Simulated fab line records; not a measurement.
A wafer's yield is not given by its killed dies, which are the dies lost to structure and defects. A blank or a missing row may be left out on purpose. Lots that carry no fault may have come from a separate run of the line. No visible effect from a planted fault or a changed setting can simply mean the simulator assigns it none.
One fault through the eyes of 2 desks ; flow n5-finfet ; what lay behind the numbers comes last; until then each desk has only its own

== METROLOGY DESK ==
What the gauges read, lot by lot, whatever tool the lot ran on: means of the sampled wafers that have a number. Marked OUT: a lot whose mean sits more than 4 standard deviations from the usual mean, which makes it out of limits; the brackets give that distance. 7 of its 25 readings are shown: the first one out of limits and those lying furthest out on some lot.
Columns: A = cd-nm at N5_BEOL_M8_CD_MEAS_11, usual 38.6 nm; B = cd-nm at N5_BEOL_M8_CD_MEAS_18, usual 40.1 nm; C = SERP_M11 at N5_BEOL_M15_RC_MEAS_101, usual 3.08 ohm/um; D = SERP_M7 at N5_BEOL_M15_RC_MEAS_101, usual 13.8 ohm/um; E = SERP_M8 at N5_BEOL_M15_RC_MEAS_101, usual 13.6 ohm/um; F = SERP_M8_max_site at N5_BEOL_M15_RC_MEAS_101, usual 14.2 ohm/um; G = SERP_M9 at N5_BEOL_M15_RC_MEAS_101, usual 3.06 ohm/um
lot;first seen here;A;B;C;D;E;F;G
L847;day 11 15:17;38.6;40.0;3.10;13.0;13.8;14.2;3.01
L851;day 13 00:02;39.0;40.5;3.01;14.0;13.4;13.9;3.05
L855;day 13 06:10;38.7;40.0;3.13;14.8;13.7;14.1;3.08
L858;day 13 23:59;35.5 (-6.2) OUT;37.1 (-5.2) OUT;2.96;13.3;15.7 (+4.1) OUT;16.8 (+4.6) OUT;3.17
L859;day 14 12:54;38.4;40.3;3.24;14.2;13.9;14.3;3.04
L861;day 15 18:10;39.0;40.4;3.09;13.4;13.9;14.3;3.12
L863;day 15 18:38;38.9;40.3;3.07;13.6;13.1;13.6;3.19
This desk finds L858 out of limits, L858 being first, at day 13 23:59 (cd-nm at N5_BEOL_M8_CD_MEAS_11). In limits: L847, L851, L855, L859, L861, L863.

== FOR THE TOOL OWNER'S DESK: arfi-scanner-02 ==
The tool's own readings at N5_BEOL_M8_EXPOSE_08 (exposes mask M8): means of the sampled wafers that have a number, for each lot that ran on this tool. Marked OUT: a lot whose mean sits more than 4 standard deviations from the usual mean, which makes it out of limits; the brackets give that distance.
Columns: A = exposure-dose-mJ-cm2 at N5_BEOL_M8_EXPOSE_08, usual 68.21; B = focus-offset-nm at N5_BEOL_M8_EXPOSE_08, usual 0.0 nm
lot;first seen here;A;B
L851;day 12 23:55;68.20;0.2
L855;day 13 06:02;68.16;-0.0
L858;day 13 23:52;64.17 (-59) OUT;-0.1
This desk finds L858 out of limits, L858 being first, at day 13 23:52 (exposure-dose-mJ-cm2 at N5_BEOL_M8_EXPOSE_08). In limits: L851, L855.

== TAKEN TOGETHER ==
On L858, at day 13 23:52, an alarm was possible from the tool owner's desk.
An alarm was possible from the metrology desk at day 13 23:59, on L858.
Of the lots named, all ran N5_BEOL_M8_EXPOSE_08 on arfi-scanner-02.

== WHAT THE SIMULATOR PUT IN ==
Drift in process parameters on arfi-scanner-02 at N5_BEOL_M8_EXPOSE_08, starting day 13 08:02. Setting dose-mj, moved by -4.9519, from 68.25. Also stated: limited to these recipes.
Shown lots that were struck: L858.
Counting hours from when the fault started, the first reading out of limits came at 16 for the tool owner's desk and at 16 for the metrology desk.
